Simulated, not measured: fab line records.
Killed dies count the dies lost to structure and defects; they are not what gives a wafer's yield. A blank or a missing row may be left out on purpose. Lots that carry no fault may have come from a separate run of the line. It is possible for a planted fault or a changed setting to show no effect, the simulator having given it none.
Chamber matching | flow n5 finfet | N5_DUMMY_GATE_ETCH_44 on rie si-02 has 4 sister chambers
The step etches poly-Si in HBr/O2, stops on SiO2, target depth 127.5 nm. 4 wafers are shown with their chamber, then 7 later ones without.

== WAFERS, EACH WITH ITS CHAMBER ==
wafer  | chamber | drypump motor current A (A)
L078.6 | 3       | 5.7
L087.5 | 2       | 6.2
L090.1 | 1       | 6.0
L090.4 | 0       | 5.5

== WAFERS WHOSE CHAMBER IS MISSING ==
wafer  | drypump motor current A (A)
L090.6 | 6.0
L092.4 | 5.6
L092.5 | 6.2
L092.6 | 6.0
L093.3 | 5.5
L093.4 | 5.6
L093.5 | 6.0

== WHICH CHAMBER EACH ONE RAN IN ==
wafer  | from the rows above     | in truth
L090.6 | 1                       | 1
L092.4 | can't be placed: 0 or 3 | 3
L092.5 | 2                       | 2
L092.6 | 1                       | 1
L093.3 | 0                       | 0
L093.4 | can't be placed: 0 or 3 | 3
L093.5 | 1                       | 1
Correctly placed: 5 of 7. Can't be placed from these rows: 2 (the true chamber is among the candidates in 2). 0 placed wrongly.
How it was worked out, from the rows above alone: a wafer's distance from a chamber is the root of the sum, over the readings, of the square of ((its reading less the chamber's mean) divided by the reading's scatter). If the next closest chamber is less than 2 further off than the closest, the wafer can't be placed; otherwise it belongs to the closest. The mean given for a chamber averages the wafers shown for that chamber. The scatter: with one shown wafer a chamber, the root of the mean of the squares of how far each hidden wafer lies from its nearest shown one.
